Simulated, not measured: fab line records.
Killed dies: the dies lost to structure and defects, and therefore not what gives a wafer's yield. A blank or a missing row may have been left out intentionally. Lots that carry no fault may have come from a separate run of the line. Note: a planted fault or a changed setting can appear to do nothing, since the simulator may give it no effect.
fab line records || flow n5-finfet
record {"lots": 6, "wafers": 18, "last-day": 17}
route steps=1938 shown BEOL_M4@1021
lots with no fault: from the same line, run without faults
start-h: hours from the record's first day to the start of the lot's first wafer shown || wait-h: time in hours since the lot's previous step || " as in the row above || L1.1+2: a single row standing in for several wafers || - either no value or no given start || * or withheld: withheld || < > ~ a bound
route shown NAME@n: NAME is a module with steps in the file, n the number in the route of the first one || usual: average and standard deviation across the fault-free wafers || same: alike in all rows || chamber/n: place in a boat || sites: each site's reading || _std_site: standard deviation across them || _edge_site: inner sites' mean taken away from outer sites' mean || radius-mm: how far each site lies from the wafer's centre || mask NAME#n: copy n || behind: the most recent tool/chamber to have shaped the wafer || hold: reason for holding the lot/hours on hold/outcome of the hold || device: the transistor (n, p or np) that didn't switch || end of line: the route-end tests of the same wafers || a step given without rows: its recipe and nothing more || killed: dies lost to structure and defects at the first sort, not the wafer's yield || map: shows each die of a wafer: x if killed, . if not, _ if none is there
set.NAME: the setting as run; set.NAME@STEP: as run at that earlier step || model.NAME: the simulator's own value behind a step, which no gauge read
lots seen at some steps along the route; tables by step, rows by wafer
services: a tool's chamber out of use, with start hour (start-h, from the record's first day; less than 0 if before it), hours out, and reason
## steps
# step N5_BEOL_M4_ILD_DEP_00
# recipe {"material": "SiOC", "target-thk-a": 790, "temp-c": 350, "precursor": "DEMS/O2", "pressure-torr": 5, "rf-w": 500, "time-s": 15.3}
# usual {"heater-power-w": "461/61", "showerhead-plenum-p-Torr": "5.693/0.011", "throttle-valve-pct": "12.3/0.62"}
{"lot.wafer": "L790.1", "tool": "pecvd-03", "chamber": 1, "start-h": 192.27, "wait-h": 0.0, "heater-power-w": 399, "showerhead-plenum-p-Torr": 5.706, "throttle-valve-pct": 12.7}
{"lot.wafer": "L790.4", "tool": "pecvd-03", "chamber": 2, "start-h": 192.27, "wait-h": 0.0, "heater-power-w": 376, "showerhead-plenum-p-Torr": 5.692, "throttle-valve-pct": 11.6}
{"lot.wafer": "L790.5", "tool": "pecvd-03", "chamber": 1, "start-h": 192.27, "wait-h": 0.0, "heater-power-w": 398, "showerhead-plenum-p-Torr": 5.674, "throttle-valve-pct": 12.9}
{"lot.wafer": "L800.1", "tool": "pecvd-03", "chamber": 0, "start-h": 248.22, "wait-h": 0.0, "heater-power-w": 429, "showerhead-plenum-p-Torr": 5.701, "throttle-valve-pct": 11.8}
{"lot.wafer": "L800.4", "tool": "pecvd-03", "chamber": 0, "start-h": 248.22, "wait-h": 0.0, "heater-power-w": 432, "showerhead-plenum-p-Torr": 5.711, "throttle-valve-pct": 11.9}
{"lot.wafer": "L800.6", "tool": "pecvd-03", "chamber": 1, "start-h": 248.22, "wait-h": 0.0, "heater-power-w": 478, "showerhead-plenum-p-Torr": 5.701, "throttle-valve-pct": 12.4}
{"lot.wafer": "L801.1", "tool": "pecvd-04", "chamber": 0, "start-h": 254.04, "wait-h": 0.0, "heater-power-w": 404, "showerhead-plenum-p-Torr": 5.700, "throttle-valve-pct": 12.5}
{"lot.wafer": "L801.3", "tool": "pecvd-04", "chamber": 2, "start-h": 254.04, "wait-h": 0.0, "heater-power-w": 473, "showerhead-plenum-p-Torr": 5.684, "throttle-valve-pct": 12.0}
{"lot.wafer": "L801.6", "tool": "pecvd-04", "chamber": 1, "start-h": 254.04, "wait-h": 0.0, "heater-power-w": 517, "showerhead-plenum-p-Torr": 5.676, "throttle-valve-pct": 13.3}
{"lot.wafer": "L803.1", "tool": "pecvd-03", "chamber": 1, "start-h": 277.93, "wait-h": 0.0, "heater-power-w": 498, "showerhead-plenum-p-Torr": 5.701, "throttle-valve-pct": 12.7}
{"lot.wafer": "L803.3", "tool": "pecvd-03", "chamber": 2, "start-h": 277.93, "wait-h": 0.0, "heater-power-w": 417, "showerhead-plenum-p-Torr": 5.694, "throttle-valve-pct": 11.5}
{"lot.wafer": "L803.5", "tool": "pecvd-03", "chamber": 2, "start-h": 277.93, "wait-h": 0.0, "heater-power-w": 416, "showerhead-plenum-p-Torr": 5.713, "throttle-valve-pct": 11.6}
{"lot.wafer": "L806.1", "tool": "pecvd-04", "chamber": 0, "start-h": 289.17, "wait-h": 0.0, "heater-power-w": 412, "showerhead-plenum-p-Torr": 5.675, "throttle-valve-pct": 12.5}
{"lot.wafer": "L806.5", "tool": "pecvd-04", "chamber": 0, "start-h": 289.17, "wait-h": 0.0, "heater-power-w": 423, "showerhead-plenum-p-Torr": 5.714, "throttle-valve-pct": 12.6}
{"lot.wafer": "L806.6", "tool": "pecvd-04", "chamber": 1, "start-h": 289.17, "wait-h": 0.0, "heater-power-w": 441, "showerhead-plenum-p-Torr": 5.686, "throttle-valve-pct": 13.3}
{"lot.wafer": "L805.1", "tool": "pecvd-04", "chamber": 2, "start-h": 293.74, "wait-h": 0.0, "heater-power-w": 411, "showerhead-plenum-p-Torr": 5.678, "throttle-valve-pct": 11.7}
{"lot.wafer": "L805.3", "tool": "pecvd-04", "chamber": 1, "start-h": 293.74, "wait-h": 0.0, "heater-power-w": 513, "showerhead-plenum-p-Torr": 5.694, "throttle-valve-pct": 13.0}
{"lot.wafer": "L805.5", "tool": "pecvd-04", "chamber": 2, "start-h": 293.74, "wait-h": 0.0, "heater-power-w": 426, "showerhead-plenum-p-Torr": 5.684, "throttle-valve-pct": 11.7}
# step N5_BEOL_M4_THK_MEAS_01
# recipe {"reads": "SiOC_of_BEOL_M4_ILD_DEP_00"}
# usual {"M4_ILD_THK": "79.3/1"}
{"lot.wafer": "L790.1", "tool": "film-metro-01", "chamber": "-", "start-h": 192.34, "wait-h": 0.0, "M4_ILD_THK[nm]": 78.6}
{"lot.wafer": "L790.4", "tool": "film-metro-01", "chamber": "-", "start-h": 192.34, "wait-h": 0.0, "M4_ILD_THK[nm]": 79.9}
{"lot.wafer": "L790.5", "tool": "film-metro-01", "chamber": "-", "start-h": 192.34, "wait-h": 0.0, "M4_ILD_THK[nm]": 79.5}
{"lot.wafer": "L800.1", "tool": "film-metro-02", "chamber": "-", "start-h": 248.29, "wait-h": 0.0, "M4_ILD_THK[nm]": 77.6}
{"lot.wafer": "L800.4", "tool": "film-metro-02", "chamber": "-", "start-h": 248.29, "wait-h": 0.0, "M4_ILD_THK[nm]": 79.6}
{"lot.wafer": "L800.6", "tool": "film-metro-02", "chamber": "-", "start-h": 248.29, "wait-h": 0.0, "M4_ILD_THK[nm]": 80.3}
{"lot.wafer": "L801.1", "tool": "film-metro-01", "chamber": "-", "start-h": 254.11, "wait-h": 0.0, "M4_ILD_THK[nm]": 77.6}
{"lot.wafer": "L801.3", "tool": "film-metro-01", "chamber": "-", "start-h": 254.11, "wait-h": 0.0, "M4_ILD_THK[nm]": 78.3}
{"lot.wafer": "L801.6", "tool": "film-metro-01", "chamber": "-", "start-h": 254.11, "wait-h": 0.0, "M4_ILD_THK[nm]": 78.9}
{"lot.wafer": "L803.1", "tool": "film-metro-02", "chamber": "-", "start-h": 278.00, "wait-h": 0.0, "M4_ILD_THK[nm]": 78.5}
{"lot.wafer": "L803.3", "tool": "film-metro-02", "chamber": "-", "start-h": 278.00, "wait-h": 0.0, "M4_ILD_THK[nm]": 76.6}
{"lot.wafer": "L803.5", "tool": "film-metro-02", "chamber": "-", "start-h": 278.00, "wait-h": 0.0, "M4_ILD_THK[nm]": 78.7}
{"lot.wafer": "L806.1", "tool": "film-metro-01", "chamber": "-", "start-h": 289.26, "wait-h": 0.1, "M4_ILD_THK[nm]": 77.0}
{"lot.wafer": "L806.5", "tool": "film-metro-01", "chamber": "-", "start-h": 289.26, "wait-h": 0.1, "M4_ILD_THK[nm]": 77.2}
{"lot.wafer": "L806.6", "tool": "film-metro-01", "chamber": "-", "start-h": 289.26, "wait-h": 0.1, "M4_ILD_THK[nm]": 78.2}
{"lot.wafer": "L805.1", "tool": "film-metro-02", "chamber": "-", "start-h": 293.80, "wait-h": 0.0, "M4_ILD_THK[nm]": 79.9}
{"lot.wafer": "L805.3", "tool": "film-metro-02", "chamber": "-", "start-h": 293.80, "wait-h": 0.0, "M4_ILD_THK[nm]": 78.4}
{"lot.wafer": "L805.5", "tool": "film-metro-02", "chamber": "-", "start-h": 293.80, "wait-h": 0.0, "M4_ILD_THK[nm]": 80.9}
# step N5_BEOL_M4_PECVD_72
# recipe {"material": "SiO2", "target-thk-a": 160, "temp-c": 400, "precursor": "TEOS/O2", "pressure-torr": 5.5, "rf-w": 450, "teos-flow-sccm": 53.8, "gas": "O2", "flow-sccm": 3000, "time-s": 18}
# usual {"heater-power-w": "692/92", "showerhead-plenum-p-Torr": "8.75/0.04", "throttle-valve-pct": "23.2/1.2"}
{"lot.wafer": "L790.1", "tool": "pecvd-04", "chamber": 0, "start-h": 192.38, "wait-h": 0.0, "heater-power-w": 544, "showerhead-plenum-p-Torr": 8.76, "throttle-valve-pct": 23.5}
{"lot.wafer": "L790.4", "tool": "pecvd-04", "chamber": 2, "start-h": 192.38, "wait-h": 0.0, "heater-power-w": 648, "showerhead-plenum-p-Torr": 8.68, "throttle-valve-pct": 22.0}
{"lot.wafer": "L790.5", "tool": "pecvd-04", "chamber": 0, "start-h": 192.38, "wait-h": 0.0, "heater-power-w": 545, "showerhead-plenum-p-Torr": 8.78, "throttle-valve-pct": 23.4}
{"lot.wafer": "L800.1", "tool": "pecvd-04", "chamber": 0, "start-h": 248.33, "wait-h": 0.0, "heater-power-w": 675, "showerhead-plenum-p-Torr": 8.80, "throttle-valve-pct": 23.6}
{"lot.wafer": "L800.4", "tool": "pecvd-04", "chamber": 2, "start-h": 248.33, "wait-h": 0.0, "heater-power-w": 689, "showerhead-plenum-p-Torr": 8.69, "throttle-valve-pct": 21.7}
{"lot.wafer": "L800.6", "tool": "pecvd-04", "chamber": 0, "start-h": 248.33, "wait-h": 0.0, "heater-power-w": 678, "showerhead-plenum-p-Torr": 8.76, "throttle-valve-pct": 23.4}
{"lot.wafer": "L801.1", "tool": "pecvd-03", "chamber": 2, "start-h": 254.15, "wait-h": 0.0, "heater-power-w": 539, "showerhead-plenum-p-Torr": 8.79, "throttle-valve-pct": 21.5}
{"lot.wafer": "L801.3", "tool": "pecvd-03", "chamber": 0, "start-h": 254.15, "wait-h": 0.0, "heater-power-w": 652, "showerhead-plenum-p-Torr": 8.81, "throttle-valve-pct": 22.8}
{"lot.wafer": "L801.6", "tool": "pecvd-03", "chamber": 1, "start-h": 254.15, "wait-h": 0.0, "heater-power-w": 683, "showerhead-plenum-p-Torr": 8.82, "throttle-valve-pct": 23.9}
{"lot.wafer": "L803.1", "tool": "pecvd-04", "chamber": 1, "start-h": 278.03, "wait-h": 0.0, "heater-power-w": 736, "showerhead-plenum-p-Torr": 8.74, "throttle-valve-pct": 24.5}
{"lot.wafer": "L803.3", "tool": "pecvd-04", "chamber": 2, "start-h": 278.03, "wait-h": 0.0, "heater-power-w": 645, "showerhead-plenum-p-Torr": 8.68, "throttle-valve-pct": 22.2}
{"lot.wafer": "L803.5", "tool": "pecvd-04", "chamber": 0, "start-h": 278.03, "wait-h": 0.0, "heater-power-w": 665, "showerhead-plenum-p-Torr": 8.77, "throttle-valve-pct": 23.2}
{"lot.wafer": "L806.1", "tool": "pecvd-04", "chamber": 0, "start-h": 289.29, "wait-h": 0.0, "heater-power-w": 661, "showerhead-plenum-p-Torr": 8.79, "throttle-valve-pct": 23.7}
{"lot.wafer": "L806.5", "tool": "pecvd-04", "chamber": 0, "start-h": 289.29, "wait-h": 0.0, "heater-power-w": 661, "showerhead-plenum-p-Torr": 8.78, "throttle-valve-pct": 23.4}
{"lot.wafer": "L806.6", "tool": "pecvd-04", "chamber": 1, "start-h": 289.29, "wait-h": 0.0, "heater-power-w": 647, "showerhead-plenum-p-Torr": 8.75, "throttle-valve-pct": 24.6}
{"lot.wafer": "L805.1", "tool": "pecvd-04", "chamber": 1, "start-h": 293.84, "wait-h": 0.0, "heater-power-w": 654, "showerhead-plenum-p-Torr": 8.74, "throttle-valve-pct": 24.8}
{"lot.wafer": "L805.3", "tool": "pecvd-04", "chamber": 0, "start-h": 293.84, "wait-h": 0.0, "heater-power-w": 623, "showerhead-plenum-p-Torr": 8.76, "throttle-valve-pct": 23.4}
{"lot.wafer": "L805.5", "tool": "pecvd-04", "chamber": 2, "start-h": 293.84, "wait-h": 0.0, "heater-power-w": 648, "showerhead-plenum-p-Torr": 8.68, "throttle-valve-pct": 21.9}
# step N5_BEOL_M4_HM_DEP_02
# recipe {"material": "TiN", "target-thk-a": 200, "temp-c": 25, "chamber-pressure-pa": 0.49996}
# usual {"throttle-valve-pct": "29.6/0.98"}
{"lot.wafer": "L790.1", "tool": "pvd-sputter-01", "chamber": "-", "start-h": 193.17, "wait-h": 0.8, "throttle-valve-pct": 30.3}
{"lot.wafer": "L790.4", "tool": "pvd-sputter-01", "chamber": "-", "start-h": 193.17, "wait-h": 0.8, "throttle-valve-pct": 29.9}
{"lot.wafer": "L790.5", "tool": "pvd-sputter-01", "chamber": "-", "start-h": 193.17, "wait-h": 0.8, "throttle-valve-pct": 29.9}
{"lot.wafer": "L800.1", "tool": "pvd-sputter-03", "chamber": "-", "start-h": 248.48, "wait-h": 0.1, "throttle-valve-pct": 30.8}
{"lot.wafer": "L800.4", "tool": "pvd-sputter-03", "chamber": "-", "start-h": 248.48, "wait-h": 0.1, "throttle-valve-pct": 27.9}
{"lot.wafer": "L800.6", "tool": "pvd-sputter-03", "chamber": "-", "start-h": 248.48, "wait-h": 0.1, "throttle-valve-pct": 27.4}
{"lot.wafer": "L801.1", "tool": "pvd-sputter-02", "chamber": "-", "start-h": 254.85, "wait-h": 0.7, "throttle-valve-pct": 29.2}
{"lot.wafer": "L801.3", "tool": "pvd-sputter-02", "chamber": "-", "start-h": 254.85, "wait-h": 0.7, "throttle-valve-pct": 28.9}
{"lot.wafer": "L801.6", "tool": "pvd-sputter-02", "chamber": "-", "start-h": 254.85, "wait-h": 0.7, "throttle-valve-pct": 31.0}
{"lot.wafer": "L803.1", "tool": "pvd-sputter-02", "chamber": "-", "start-h": 278.86, "wait-h": 0.8, "throttle-valve-pct": 31.2}
{"lot.wafer": "L803.3", "tool": "pvd-sputter-02", "chamber": "-", "start-h": 278.86, "wait-h": 0.8, "throttle-valve-pct": 29.2}
{"lot.wafer": "L803.5", "tool": "pvd-sputter-02", "chamber": "-", "start-h": 278.86, "wait-h": 0.8, "throttle-valve-pct": 28.8}
{"lot.wafer": "L806.1", "tool": "pvd-sputter-03", "chamber": "-", "start-h": 289.53, "wait-h": 0.2, "throttle-valve-pct": 29.6}
{"lot.wafer": "L806.5", "tool": "pvd-sputter-03", "chamber": "-", "start-h": 289.53, "wait-h": 0.2, "throttle-valve-pct": 29.9}
{"lot.wafer": "L806.6", "tool": "pvd-sputter-03", "chamber": "-", "start-h": 289.53, "wait-h": 0.2, "throttle-valve-pct": 29.8}
{"lot.wafer": "L805.1", "tool": "pvd-sputter-02", "chamber": "-", "start-h": 296.27, "wait-h": 2.4, "throttle-valve-pct": 31.3}
{"lot.wafer": "L805.3", "tool": "pvd-sputter-02", "chamber": "-", "start-h": 296.27, "wait-h": 2.4, "throttle-valve-pct": 29.3}
{"lot.wafer": "L805.5", "tool": "pvd-sputter-02", "chamber": "-", "start-h": 296.27, "wait-h": 2.4, "throttle-valve-pct": 28.9}
# step N5_BEOL_M4_COAT_61
# recipe {"resist": "SOC", "temp-c": 250, "time-s": 60, "spin-rpm": 1500, "resist-thk-nm": 60}
# step N5_BEOL_M4_COAT_62
# recipe {"resist": "SiARC", "temp-c": 220, "time-s": 60, "spin-rpm": 1500, "resist-thk-nm": 12}
# step N5_BEOL_M4_COAT_73
# recipe {"resist": "underlayer", "temp-c": 205, "time-s": 60, "spin-rpm": 1500, "resist-thk-nm": 5}
# step N5_BEOL_M4_COAT_05
# recipe {"resist": "CAR-EUV", "spin-rpm": 1500, "resist-thk-nm": 30}
# step N5_BEOL_M4_EBR_07
# recipe {"solvent": "PGMEA", "ebr-width-mm": 1.5}
# step N5_BEOL_M4_SOFTBAKE_06
# recipe {"temp-c": 110, "time-s": 60, "resist": "CAR-EUV"}
# step N5_BEOL_M4_EXPOSE_08
# recipe {"mask-id": "M4", "na": 0.33, "source-shape": "dipole", "sigma-inner": 0.369, "sigma-outer": 0.767, "polarization": "unpolarized", "dose-mj": 41.25}
# step N5_BEOL_M4_PEB_09
# recipe {"peb-temp-c": 100, "peb-time-s": 60, "resist": "CAR-EUV"}
# step N5_BEOL_M4_DEVELOP_10
# recipe {"develop-time-s": 30, "developer": "TMAH", "resist": "CAR-EUV", "rinse-liquid": "surfactant-rinse", "dry": "air-spin", "dev-temp-c": 23}
# usual {"chill-plate-temp-C": "23.01/0.11", "develop-time-s": "30/0"}
{"lot.wafer": "L790.1", "tool": "litho-track-05", "chamber": 0, "start-h": 193.51, "wait-h": "-", "chill-plate-temp-C": 22.82, "develop-time-s": 30, "model.CAR-EUV_of_BEOL_M4_COAT_05.thk-nm": 29.4}
{"lot.wafer": "L790.4", "tool": "litho-track-05", "chamber": 0, "start-h": 193.51, "wait-h": "-", "chill-plate-temp-C": 22.80, "develop-time-s": 30, "model.CAR-EUV_of_BEOL_M4_COAT_05.thk-nm": 29.4}
{"lot.wafer": "L790.5", "tool": "litho-track-05", "chamber": 0, "start-h": 193.51, "wait-h": "-", "chill-plate-temp-C": 22.79, "develop-time-s": 30, "model.CAR-EUV_of_BEOL_M4_COAT_05.thk-nm": 29.4}
{"lot.wafer": "L800.1", "tool": "litho-track-04", "chamber": "-", "start-h": 248.83, "wait-h": "-", "chill-plate-temp-C": "-", "develop-time-s": "-", "model.CAR-EUV_of_BEOL_M4_COAT_05.thk-nm": 30.2}
{"lot.wafer": "L800.4", "tool": "litho-track-04", "chamber": "-", "start-h": 248.83, "wait-h": "-", "chill-plate-temp-C": "-", "develop-time-s": "-", "model.CAR-EUV_of_BEOL_M4_COAT_05.thk-nm": 30}
{"lot.wafer": "L800.6", "tool": "litho-track-04", "chamber": "-", "start-h": 248.83, "wait-h": "-", "chill-plate-temp-C": "-", "develop-time-s": "-", "model.CAR-EUV_of_BEOL_M4_COAT_05.thk-nm": 30}
{"lot.wafer": "L801.1", "tool": "litho-track-05", "chamber": "-", "start-h": 255.19, "wait-h": "-", "chill-plate-temp-C": "-", "develop-time-s": "-", "model.CAR-EUV_of_BEOL_M4_COAT_05.thk-nm": 30}
{"lot.wafer": "L801.3", "tool": "litho-track-05", "chamber": "-", "start-h": 255.19, "wait-h": "-", "chill-plate-temp-C": "-", "develop-time-s": "-", "model.CAR-EUV_of_BEOL_M4_COAT_05.thk-nm": 30}
{"lot.wafer": "L801.6", "tool": "litho-track-05", "chamber": "-", "start-h": 255.19, "wait-h": "-", "chill-plate-temp-C": "-", "develop-time-s": "-", "model.CAR-EUV_of_BEOL_M4_COAT_05.thk-nm": 30}
{"lot.wafer": "L803.1", "tool": "litho-track-04", "chamber": 0, "start-h": 279.21, "wait-h": "-", "chill-plate-temp-C": 23.09, "develop-time-s": 30, "model.CAR-EUV_of_BEOL_M4_COAT_05.thk-nm": 29.6}
{"lot.wafer": "L803.3", "tool": "litho-track-04", "chamber": 0, "start-h": 279.21, "wait-h": "-", "chill-plate-temp-C": 23.08, "develop-time-s": 30, "model.CAR-EUV_of_BEOL_M4_COAT_05.thk-nm": 29.6}
{"lot.wafer": "L803.5", "tool": "litho-track-04", "chamber": 0, "start-h": 279.21, "wait-h": "-", "chill-plate-temp-C": 23.14, "develop-time-s": 30, "model.CAR-EUV_of_BEOL_M4_COAT_05.thk-nm": 29.6}
{"lot.wafer": "L806.1", "tool": "litho-track-04", "chamber": 0, "start-h": 289.87, "wait-h": "-", "chill-plate-temp-C": 23.07, "develop-time-s": 30, "model.CAR-EUV_of_BEOL_M4_COAT_05.thk-nm": 29.6}
{"lot.wafer": "L806.5", "tool": "litho-track-04", "chamber": 0, "start-h": 289.87, "wait-h": "-", "chill-plate-temp-C": 23.13, "develop-time-s": 30, "model.CAR-EUV_of_BEOL_M4_COAT_05.thk-nm": 29.6}
{"lot.wafer": "L806.6", "tool": "litho-track-04", "chamber": 0, "start-h": 289.87, "wait-h": "-", "chill-plate-temp-C": 23.22, "develop-time-s": 30, "model.CAR-EUV_of_BEOL_M4_COAT_05.thk-nm": 29.6}
{"lot.wafer": "L805.1", "tool": "litho-track-02", "chamber": 0, "start-h": 296.61, "wait-h": "-", "chill-plate-temp-C": 23.16, "develop-time-s": 30, "model.CAR-EUV_of_BEOL_M4_COAT_05.thk-nm": 29.6}
{"lot.wafer": "L805.3", "tool": "litho-track-02", "chamber": 0, "start-h": 296.61, "wait-h": "-", "chill-plate-temp-C": 23.14, "develop-time-s": 30, "model.CAR-EUV_of_BEOL_M4_COAT_05.thk-nm": 29.6}
{"lot.wafer": "L805.5", "tool": "litho-track-02", "chamber": 0, "start-h": 296.61, "wait-h": "-", "chill-plate-temp-C": 23.13, "develop-time-s": 30, "model.CAR-EUV_of_BEOL_M4_COAT_05.thk-nm": 29.6}
# step N5_BEOL_M4_CD_MEAS_11
# recipe {"target-cd-nm": 16.79, "landing-energy-ev": 500, "detector": "se-inlens", "polarity": "opening"}
# usual {"cd-nm": "16.84/0.26"}
{"lot.wafer": "L790.1", "tool": "cd-sem-02", "chamber": 0, "start-h": 193.56, "wait-h": "-", "cd-nm": 16.52}
{"lot.wafer": "L790.4", "tool": "cd-sem-02", "chamber": 0, "start-h": 193.56, "wait-h": "-", "cd-nm": 16.79}
{"lot.wafer": "L790.5", "tool": "cd-sem-02", "chamber": 0, "start-h": 193.56, "wait-h": "-", "cd-nm": 16.72}
{"lot.wafer": "L800.1", "tool": "cd-sem-01", "chamber": 0, "start-h": 248.89, "wait-h": "-", "cd-nm": "-"}
{"lot.wafer": "L800.4", "tool": "cd-sem-01", "chamber": 0, "start-h": 248.89, "wait-h": "-", "cd-nm": "-"}
{"lot.wafer": "L800.6", "tool": "cd-sem-01", "chamber": 0, "start-h": 248.89, "wait-h": "-", "cd-nm": "-"}
{"lot.wafer": "L801.1", "tool": "cd-sem-01", "chamber": 0, "start-h": 255.25, "wait-h": "-", "cd-nm": "-"}
{"lot.wafer": "L801.3", "tool": "cd-sem-01", "chamber": 0, "start-h": 255.25, "wait-h": "-", "cd-nm": "-"}
{"lot.wafer": "L801.6", "tool": "cd-sem-01", "chamber": 0, "start-h": 255.25, "wait-h": "-", "cd-nm": "-"}
{"lot.wafer": "L803.1", "tool": "cd-sem-03", "chamber": 0, "start-h": 279.27, "wait-h": "-", "cd-nm": 17.58}
{"lot.wafer": "L803.3", "tool": "cd-sem-03", "chamber": 0, "start-h": 279.27, "wait-h": "-", "cd-nm": 17.34}
{"lot.wafer": "L803.5", "tool": "cd-sem-03", "chamber": 0, "start-h": 279.27, "wait-h": "-", "cd-nm": 17.46}
{"lot.wafer": "L806.1", "tool": "cd-sem-02", "chamber": 0, "start-h": 289.93, "wait-h": "-", "cd-nm": 16.86}
{"lot.wafer": "L806.5", "tool": "cd-sem-02", "chamber": 0, "start-h": 289.93, "wait-h": "-", "cd-nm": 17.01}
{"lot.wafer": "L806.6", "tool": "cd-sem-02", "chamber": 0, "start-h": 289.93, "wait-h": "-", "cd-nm": 17.17}
{"lot.wafer": "L805.1", "tool": "cd-sem-03", "chamber": 0, "start-h": 296.67, "wait-h": "-", "cd-nm": 16.63}
{"lot.wafer": "L805.3", "tool": "cd-sem-03", "chamber": 0, "start-h": 296.67, "wait-h": "-", "cd-nm": 16.70}
{"lot.wafer": "L805.5", "tool": "cd-sem-03", "chamber": 0, "start-h": 296.67, "wait-h": "-", "cd-nm": 16.30}
## services
{"tool": "pecvd-03", "chamber": 0, "start-h": 172.87, "hours": 5.5, "kind": "scheduled-down"}
{"tool": "pecvd-04", "chamber": 0, "start-h": 198.77, "hours": 11.6, "kind": "repair"}
{"tool": "litho-track-04", "chamber": "-", "start-h": 212.76, "hours": "-", "kind": "consumable-replace:filter"}
{"tool": "litho-track-02", "chamber": "-", "start-h": 233.31, "hours": "-", "kind": "consumable-replace:filter"}
{"tool": "pecvd-04", "chamber": 2, "start-h": 287.88, "hours": 2.1, "kind": "scheduled-down"}
## key
first-sign {"step": "N5_BEOL_M4_DEVELOP_10", "reading": "tool-record", "direction": "missing"}
effect none on later readings
model-effect {"step": "N5_BEOL_M4_DEVELOP_10", "value": "CAR-EUV_of_BEOL_M4_COAT_05.thk-nm", "without": 29.6, "struck": 30.03}
met-at N5_BEOL_M4_DEVELOP_10
struck-wafers L800.1,L800.4,L800.6,L801.1,L801.3,L801.6
later-rows-left-out L800.1,L800.4,L800.6,L801.1,L801.3,L801.6
sort-left-out L800.1,L800.4,L800.6,L801.1,L801.3,L801.6
onset-between 193.51 248.83
fault {"kind": "skipped-step-whole", "tool": "litho-track-04,litho-track-05", "chamber": "-", "onset-h": 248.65, "steps": "N5_BEOL_M4_DEVELOP_10", "scope": "struck-lots-only"}
# sort-left-out: the simulated sort isn't trusted on such a fault, so these wafers' sort isn't shown, and their yield isn't known
# later-rows-left-out: the simulator's readings of these wafers behind a module that went badly wrong aren't trusted and aren't shown, but for the sort
